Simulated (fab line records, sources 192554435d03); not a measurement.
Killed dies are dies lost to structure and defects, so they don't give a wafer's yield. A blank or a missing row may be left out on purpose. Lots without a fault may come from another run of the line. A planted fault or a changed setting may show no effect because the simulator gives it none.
fab line records | flow n5_finfet
record lots=7 wafers=21 last_day=17
route steps=1938 shown PASSIVATION@1919 END@1938
lots that met no fault: from a run of the same line without faults
start_h: hours from the record's first day to the start of the lot's first wafer shown | wait_h: hours since the lot's step before | " the same as in the row above | L1.1+2: a row that stands for several wafers | - no value, or no start given | * or withheld: withheld | < > ~ a bound
route shown NAME@n: a module of which the file shows steps, and the number in the route of the first | usual: mean/standard deviation of fault-free wafers | same: alike in all rows | chamber/n: place in a boat | sites: the reading at each site | _std_site: their standard deviation | _edge_site: outer sites' mean less inner sites' | radius_mm: how far each site lies from the wafer's centre | mask NAME#n: copy n | behind: the tool/chamber that last shaped the wafer | hold: why the lot was held/for how many hours/how that ended | device: the transistor (n, p or np) that didn't switch | end of line: the same wafers' tests at the end of the route | a step without rows: its recipe alone | killed: dies lost to structure and defects at the first sort, not the wafer's yield | map: a wafer's dies, x killed, . not, _ none there
set.NAME: the setting as run; set.NAME@STEP: as run at that earlier step | model.NAME: the simulator's own value behind a step, which no gauge read
lots at some steps of the route; a table a step, a row a wafer
services: from which hour (start_h, from the record's first day; less than 0 if before it) a tool's chamber was out of use, for how many hours, and why
## steps
# step N5_PASSIVATION_EBR_40
# recipe solvent=PGMEA ebr_width_mm=1.5
# step N5_PASSIVATION_SOFTBAKE_39
# recipe temp_c=110 time_s=120
# step N5_PASSIVATION_EXPOSE_41
# recipe mask_id=PASS_OPEN na=0.55 defocus_nm=0 source_shape=conventional sigma_outer=0.8 polarization=unpolarized target_cd_nm=40000 dose_mj=57.25
# step N5_PASSIVATION_PEB_42
# recipe peb_temp_c=withheld peb_time_s=*
# step N5_PASSIVATION_DEVELOP_43
# recipe develop_time_s=60 rinse_liquid=diw dry=air_spin dev_temp_c=21
# step N5_PASSIVATION_HARDBAKE_45
# recipe temp_c=130 time_s=120
# step N5_PASSIVATION_CD_MEAS_44
# recipe target_cd_nm=40000 landing_energy_ev=500 detector=se_inlens
# usual cd_nm=40000/3.4
# columns lot.wafer tool chamber start_h wait_h cd_nm
L364.2 cd_sem-01 0 281.61 - 39999
L364.3 " 0 " " 40000
L364.6 " 0 " " 40001
L374.1 cd_sem-02 0 334.13 - 39998
L374.2 " 0 " " 39999
L374.4 " 0 " " 39999
L375.2 cd_sem-01 0 339.66 - 40003
L375.3 " 0 " " 40004
L375.4 " 0 " " 40000
L373.3 cd_sem-02 0 352.64 - 39999
L373.4 " 0 " " 40002
L373.5 " 0 " " 39996
L380.4 cd_sem-03 0 368.56 - 40002
L380.5 " 0 " " 39995
L380.6 " 0 " " 39996
L382.2 cd_sem-01 0 378.34 - 40009
L382.3 " 0 " " 40007
L382.4 " 0 " " 40004
L385.2 cd_sem-02 0 407.78 - 40004
L385.4 " 0 " " 40000
L385.5 " 0 " " 40004
# step N5_PASSIVATION_OVL_MEAS_66
# recipe points_per_wafer=44
# usual PASS_OPEN_OVL=2/4.6
# columns lot.wafer tool chamber start_h wait_h PASS_OPEN_OVL[nm]
L364.2 overlay-01 0 281.67 0.1 1
L364.3 " 0 " " 7
L364.6 " 0 " " 8
L374.1 overlay-01 0 334.16 0.0 -2
L374.2 " 0 " " 2
L374.4 " 0 " " 1
L375.2 overlay-02 0 339.69 0.0 7
L375.3 " 0 " " 3
L375.4 " 0 " " 7
L373.3 overlay-01 0 352.67 0.0 -3
L373.4 " 0 " " -7
L373.5 " 0 " " 1
L380.4 overlay-01 0 368.59 0.0 -4
L380.5 " 0 " " -2
L380.6 " 0 " " -4
L382.2 overlay-02 0 378.37 0.0 3
L382.3 " 0 " " -2
L382.4 " 0 " " -3
L385.2 overlay-02 0 407.81 0.0 0
L385.4 " 0 " " 4
L385.5 " 0 " " 0
# step N5_PASSIVATION_INSPECT_67
# recipe mode=adi inspect_instrument=macro
# usual raw_defect_count=2.0/1.3
# columns lot.wafer tool chamber start_h wait_h raw_defect_count
L364.2 defect_inspect-01 - 281.69 0.0 1
L364.3 " - " " 3
L364.6 " - " " 0
L374.1 defect_inspect-01 - 334.18 0.0 0
L374.2 " - " " 3
L374.4 " - " " 3
L375.2 defect_inspect-02 - 339.72 0.0 1
L375.3 " - " " 6
L375.4 " - " " 2
L373.3 defect_inspect-01 - 352.70 0.0 3
L373.4 " - " " 1
L373.5 " - " " 1
L380.4 defect_inspect-01 - 368.62 0.0 1
L380.5 " - " " 2
L380.6 " - " " 2
L382.2 defect_inspect-02 - 378.40 0.0 3
L382.3 " - " " 1
L382.4 " - " " 2
L385.2 defect_inspect-02 - 407.83 0.0 1
L385.4 " - " " 4
L385.5 " - " " 2
# step N5_PASSIVATION_DESCUM_46
# recipe chemistry=O2 time_s=7.9 source_power_w=50 bias_power_w=20 pressure_mtorr=20 rf_frequency_hz=2.712e+07 temp_c=40 o2_flow_sccm=225
# usual drypump_motor_current_A=5.8/0.41 oes_product_au=0.79/0.073 rf_vpp_V=243.6/1.3 showerhead_plenum_p_Torr=2.12/0.069 throttle_valve_pct=20.27/0.26
# columns lot.wafer tool chamber start_h wait_h drypump_motor_current_A oes_product_au rf_hours_counter_h rf_vpp_V showerhead_plenum_p_Torr throttle_valve_pct
L364.2 rie_diel-04 2 281.78 0.1 5.9 0.77 128 243.5 2.10 20.66
L364.3 " 3 " " 5.6 0.87 45 245.2 2.13 20.08
L364.6 " 1 " " 6.0 0.81 - 243.7 2.11 20.02
L374.1 rie_diel-06 2 334.22 0.0 5.6 0.72 203 241.4 1.99 20.52
L374.2 " 3 " " 6.6 0.91 25 245.2 2.22 19.75
L374.4 " 0 " " 5.9 0.70 206 244.2 2.08 20.38
L375.2 rie_diel-05 1 339.75 0.0 5.6 0.69 202 244.1 2.16 20.27
L375.3 " 0 " " 5.1 0.81 79 246.9 2.21 20.48
L375.4 " 3 " " 5.9 0.88 36 242.9 2.05 20.27
L373.3 rie_diel-05 3 353.09 0.4 5.9 0.88 41 243.4 2.04 20.28
L373.4 " 1 " " 5.7 0.69 - 242.9 2.16 20.28
L373.5 " 3 " " 5.9 0.88 - 242.9 2.04 20.26
L380.4 rie_diel-05 2 368.73 0.1 5.8 0.82 - 242.9 2.11 19.93
L380.5 " 1 " " 5.6 0.69 - 244.3 2.15 20.31
L380.6 " 0 " " 5.0 0.80 - 245.6 2.20 20.49
L382.2 rie_diel-06 3 379.39 1.0 6.6 0.88 42 245.3 2.21 19.78
L382.3 " 2 " " 5.6 0.71 219 240.7 1.98 20.54
L382.4 " 0 " " 5.9 0.69 222 242.1 2.08 20.41
L385.2 rie_diel-05 0 407.87 0.0 5.1 0.77 104 246.3 2.20 20.52
L385.4 " 1 " " 5.6 0.68 - 243.3 2.15 20.34
L385.5 " 2 " " 5.8 0.79 - 244.2 2.10 19.95
# step N5_PASSIVATION_PASS_ETCH_47
# recipe chemistry=CF4/O2 target=SiNx target_depth_a=7700 time_s=385 ion_energy_ev=100 pressure_mtorr=40 source_w=535 bias_w=49 Ar_flow_sccm=100 cf4_flow_sccm=100 O2_flow_sccm=10
# usual drypump_motor_current_A=5.8/0.42 oes_f_703_au=0.78/0.068 oes_o_777_au=0.79/0.069 oes_product_au=0.79/0.07 rf_vpp_V=241.5/2.3 showerhead_plenum_p_Torr=2.24/0.069 throttle_valve_pct=15.73/0.24
# columns lot.wafer tool chamber start_h wait_h drypump_motor_current_A oes_f_703_au oes_o_777_au oes_product_au rf_hours_counter_h rf_vpp_V showerhead_plenum_p_Torr throttle_valve_pct
L364.2 rie_diel-04 2 281.82 0.0 5.9 0.77 0.77 0.77 128 242.3 2.21 16.05
L364.3 " 3 " " 5.6 0.86 0.86 0.87 45 241.1 2.24 15.54
L364.6 " 1 " " 6.0 0.80 0.81 0.81 - 241.9 2.23 15.54
L374.1 rie_diel-06 2 334.25 0.0 5.6 0.72 0.73 0.73 203 239.4 2.10 15.99
L374.2 " 3 " " 6.6 0.90 0.89 0.91 26 245.7 2.33 15.23
L374.4 " 0 " " 5.9 0.70 0.71 0.70 206 236.9 2.18 15.82
L375.2 rie_diel-05 1 339.79 0.0 5.6 0.68 0.68 0.70 202 244.9 2.28 15.82
L375.3 " 0 " " 5.1 0.81 0.81 0.81 79 240.3 2.32 15.91
L375.4 " 3 " " 5.9 0.86 0.87 0.87 36 243.1 2.16 15.65
L373.3 rie_diel-05 3 353.13 0.0 5.9 0.86 0.87 0.87 41 242.5 2.16 15.66
L373.4 " 1 " " 5.7 0.68 0.68 0.68 - 242.5 2.27 15.84
L373.5 " 3 " " 5.9 0.86 0.86 0.87 - 242.5 2.16 15.67
L380.4 rie_diel-05 2 368.86 0.1 5.8 0.79 0.79 0.81 - 240.3 2.22 15.43
L380.5 " 1 " " 5.6 0.68 0.68 0.68 - 243.3 2.27 15.84
L380.6 " 0 " " 5.1 0.80 0.80 0.80 - 240.5 2.31 15.91
L382.2 rie_diel-06 3 379.43 0.0 6.6 0.89 0.87 0.88 42 242.4 2.33 15.26
L382.3 " 2 " " 5.6 0.71 0.71 0.71 219 238.6 2.10 16.01
L382.4 " 0 " " 5.9 0.69 0.70 0.69 222 237.6 2.18 15.84
L385.2 rie_diel-05 0 407.90 0.0 5.1 0.79 0.78 0.78 104 242.4 2.31 15.97
L385.4 " 1 " " 5.7 0.66 0.66 0.67 - 244.0 2.27 15.90
L385.5 " 2 " " 5.8 0.78 0.78 0.78 - 240.5 2.21 15.45
# step N5_PASSIVATION_ETCH_54
# recipe chemistry=CHF3/O2 target=SiO2 target_depth_a=8800 CHF3_flow_sccm=50 O2_flow_sccm=5 Ar_flow_sccm=200 time_s=440 mask_material=PR pressure_mtorr=30 source_w=650 bias_w=170 ion_energy_ev=200
# usual drypump_motor_current_A=5.8/0.42 oes_f_703_au=0.78/0.069 oes_o_777_au=0.78/0.068 oes_product_au=0.79/0.071 rf_vpp_V=525/4.6 showerhead_plenum_p_Torr=2.44/0.076 throttle_valve_pct=18.65/0.25
# columns lot.wafer tool chamber start_h wait_h drypump_motor_current_A oes_f_703_au oes_o_777_au oes_product_au rf_hours_counter_h rf_vpp_V showerhead_plenum_p_Torr throttle_valve_pct
L364.2 rie_diel-04 2 282.05 0.1 5.9 0.77 0.77 0.78 128 528 2.42 19.02
L364.3 " 3 " " 5.6 0.86 0.86 0.87 45 527 2.45 18.47
L364.6 " 1 " " 6.0 0.81 0.80 0.81 - 526 2.44 18.49
L374.1 rie_diel-06 2 334.48 0.1 5.6 0.72 0.72 0.73 203 522 2.30 18.91
L374.2 " 3 " " 6.6 0.91 0.90 0.90 26 531 2.55 18.15
L374.4 " 0 " " 5.9 0.70 0.70 0.69 206 518 2.39 18.72
L375.2 rie_diel-05 1 340.01 0.1 5.7 0.69 0.69 0.69 202 529 2.49 18.70
L375.3 " 0 " " 5.1 0.82 0.81 0.81 79 523 2.53 18.88
L375.4 " 3 " " 5.9 0.86 0.86 0.87 36 527 2.36 18.63
L373.3 rie_diel-05 3 353.35 0.1 5.9 0.85 0.85 0.87 41 525 2.36 18.64
L373.4 " 1 " " 5.6 0.68 0.69 0.69 - 530 2.48 18.72
L373.5 " 3 " " 5.9 0.86 0.86 0.87 - 525 2.36 18.65
L380.4 rie_diel-05 2 369.12 0.1 5.8 0.79 0.79 0.80 - 523 2.42 18.31
L380.5 " 1 " " 5.6 0.67 0.68 0.68 - 531 2.48 18.72
L380.6 " 0 " " 5.1 0.81 0.80 0.80 - 523 2.53 18.86
L382.2 rie_diel-06 3 379.65 0.1 6.6 0.88 0.87 0.88 43 531 2.54 18.17
L382.3 " 2 " " 5.6 0.71 0.71 0.72 219 522 2.29 18.92
L382.4 " 0 " " 5.9 0.69 0.69 0.69 222 515 2.38 18.74
L385.2 rie_diel-05 0 408.13 0.1 5.1 0.78 0.78 0.78 104 522 2.52 18.90
L385.4 " 1 " " 5.6 0.67 0.67 0.67 - 530 2.48 18.76
L385.5 " 2 " " 5.8 0.77 0.78 0.79 - 523 2.42 18.35
# step N5_PASSIVATION_STRIP_48
# recipe chemistry=O2 power_w=600 temp_c=60 pressure_mtorr=30 rf_frequency_hz=6e+07 bias_power_w=0 overash_fraction=0.5 o2_flow_sccm=225
# usual bias_power_w=0/0 chamber_pressure_mTorr=29.99/0.13 drypump_motor_current_A=5.8/0.42 oes_product_au=0.79/0.074 rf_vpp_V=3.7/2.5 showerhead_plenum_p_Torr=2.13/0.069 throttle_valve_pct=16.53/0.25
# columns lot.wafer tool chamber start_h wait_h bias_power_w chamber_pressure_mTorr drypump_motor_current_A oes_product_au rf_hours_counter_h rf_vpp_V showerhead_plenum_p_Torr throttle_valve_pct
L364.2 rie_diel-04 2 282.34 0.1 0 29.87 5.9 0.79 128 2.4 2.11 16.92
L364.3 " 3 " " 0 30.15 5.6 0.85 45 5.3 2.13 16.33
L364.6 " 1 " " 0 29.90 6.0 0.78 - 1.8 2.12 16.37
L374.1 rie_diel-06 2 334.77 0.1 - - - - - - - -
L374.2 " 3 " " - - - - - - - -
L374.4 " 0 " " - - - - - - - -
L375.2 rie_diel-05 1 340.30 0.1 - - - - - - - -
L375.3 " 0 " " - - - - - - - -
L375.4 " 3 " " - - - - - - - -
L373.3 rie_diel-05 3 353.64 0.1 - - - - - - - -
L373.4 " 1 " " - - - - - - - -
L373.5 " 3 " " - - - - - - - -
L380.4 rie_diel-05 2 369.29 0.0 0 29.85 5.8 0.78 - 5.2 2.11 16.19
L380.5 " 1 " " 0 30.01 5.6 0.67 - 1.2 2.16 16.61
L380.6 " 0 " " 0 29.99 5.1 0.78 - 3.0 2.21 16.65
L382.2 rie_diel-06 3 379.94 0.1 0 29.78 6.6 0.88 43 2.7 2.21 15.97
L382.3 " 2 " " 0 29.93 5.6 0.71 220 5.2 1.98 16.83
L382.4 " 0 " " 0 30.10 5.9 0.68 222 1.8 2.08 16.70
L385.2 rie_diel-05 0 408.42 0.1 0 30.08 5.0 0.79 104 1.3 2.20 16.81
L385.4 " 1 " " 0 30.04 5.6 0.67 - 2.5 2.15 16.63
L385.5 " 2 " " 0 29.69 5.8 0.78 - 1.9 2.11 16.19
# step N5_PASSIVATION_STRIP_52
# recipe chemistry=post_etch_residue_remover time_s=1200 temp_c=72.5
# step N5_PASSIVATION_CLEAN_71
# recipe chemistry=IPA time_s=180 temp_c=25
# step N5_PASSIVATION_SRD_72
# recipe dry=ipa_marangoni time_s=30 temp_c=23 rinse_liquid=diw
# step N5_PASSIVATION_ANNEAL_56
# recipe temp_c=400 time_s=1800 ambient=FGA idle_temp_c=300 ramp_up_c_per_min=5 ramp_down_c_per_min=3
# step N5_PASSIVATION_PROBE_49
# usual defect_limited_yield=91.3/1.4 killed_at_M0_to_M3=34/10 killed_at_M4_up=13/4.8 killed_at_contacts=12/6.1 killed_at_front_end=40/11 killed_at_other=3.7/2.8 killed_dies=103/16 killed_open=67/12 killed_short=34/7.4 sort_bin_5_function=5.1/0.95 sort_bin_6_memory=3.2/0.62 sort_n_pass=1077/16 sort_yield_pct=91.3/1.4
# same gross_dies=1180 killed_at_back_side=0 sort_bin_4_leakage[%]=0 sort_bin_8_speed[%]=0
# columns lot.wafer tool chamber start_h wait_h defect_limited_yield[%] killed_at_M0_to_M3 killed_at_M4_up killed_at_contacts killed_at_front_end killed_at_other killed_dies killed_open killed_short sort_bin_5_function[%] sort_bin_6_memory[%] sort_n_pass sort_yield_pct[%]
L385.2 prober-02 - 410.97 0.1 90.7 38 6 12 50 4 110 66 42 4.9 3.9 1070 90.7
L385.4 prober-02 - 411.07 0.2 92.3 39 6 14 30 2 91 58 33 4.9 2.5 1089 92.3
L385.5 prober-02 - 411.12 0.2 91.2 35 16 11 38 4 104 67 36 5.8 2.7 1076 91.2
# killed by level:class
L385.2 FIN_SAQP:geometric_particle:short=13 BEOL_M0_SAQP:geometric_particle:open=12 MOL_CONTACT_COAG:geometric_particle:open=10 FIN_SAQP:geometric_particle:open=7 STARTING-WAFER:geometric_particle:short=6 STI_FIN_REVEAL:geometric_particle:open=6 BEOL_M0_SAQP:geometric_particle:short=6 BEOL_M2:geometric_particle:open=6
L385.4 MOL_CONTACT_COAG:geometric_particle:open=13 BEOL_M0_SAQP:geometric_particle:short=12 BEOL_M0_SAQP:geometric_particle:open=12 STI_FIN_REVEAL:geometric_particle:open=8 BEOL_M2:geometric_particle:open=8 FIN_SAQP:geometric_particle:short=5 FIN_SAQP:geometric_particle:open=3 ILD0:geometric_particle:short=3
L385.5 FIN_SAQP:geometric_particle:short=11 BEOL_M0_SAQP:geometric_particle:short=11 STI_FIN_REVEAL:geometric_particle:open=10 MOL_CONTACT_COAG:geometric_particle:open=10 BEOL_M4:geometric_particle:open=9 BEOL_M0_SAQP:geometric_particle:open=8 BEOL_M1:geometric_particle:open=5 FIN_SAQP:geometric_particle:open=4
# step N5_PASSIVATION_INSPECT_57
# recipe inspect_instrument=macro mode=outgoing
# usual raw_defect_count=1.9/1.4
# columns lot.wafer tool chamber start_h wait_h raw_defect_count
L364.2 defect_inspect-01 - 285.18 0.0 2
L364.3 " - " " 3
L364.6 " - " " 5
L374.1 defect_inspect-02 - 337.62 0.0 102
L374.2 " - " " 86
L374.4 " - " " 104
L375.2 defect_inspect-02 - 343.15 0.0 111
L375.3 " - " " 114
L375.4 " - " " 107
L373.3 defect_inspect-01 - 356.50 0.0 102
L373.4 " - " " 81
L373.5 " - " " 94
L380.4 defect_inspect-01 - 372.11 0.0 1
L380.5 " - " " 2
L380.6 " - " " 1
L382.2 defect_inspect-02 - 382.80 0.0 3
L382.3 " - " " 4
L382.4 " - " " 1
L385.2 defect_inspect-02 - 411.27 0.0 1
L385.4 " - " " 2
L385.5 " - " " 3
## services
# columns tool chamber start_h hours kind
rie_diel-04 0 314.36 2.7 repair
rie_diel-05 0 344.58 14.1 repair
rie_diel-04 - 351.06 0.5 repair
rie_diel-04 0 359.64 29.0 repair
rie_diel-05 3 360.97 47.8 repair
rie_diel-05 - 365.03 0.5 repair
rie_diel-06 - 376.19 2.8 pm
rie_diel-05 2 398.79 3.2 repair
## key
first_sign step=N5_PASSIVATION_STRIP_48 reading=tool_record direction=missing
effect step=N5_PASSIVATION_INSPECT_57 reading=raw_defect_count direction=up sigmas=72 usual=1.9 struck=100.1
met_at N5_PASSIVATION_STRIP_48
struck_wafers L373.3,L373.4,L373.5,L374.1,L374.2,L374.4,L375.2,L375.3,L375.4
fault kind=skipped_step_whole tool=rie_diel-05,rie_diel-06 chamber=- onset_h=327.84 steps=N5_PASSIVATION_STRIP_48 scope=struck_lots_only
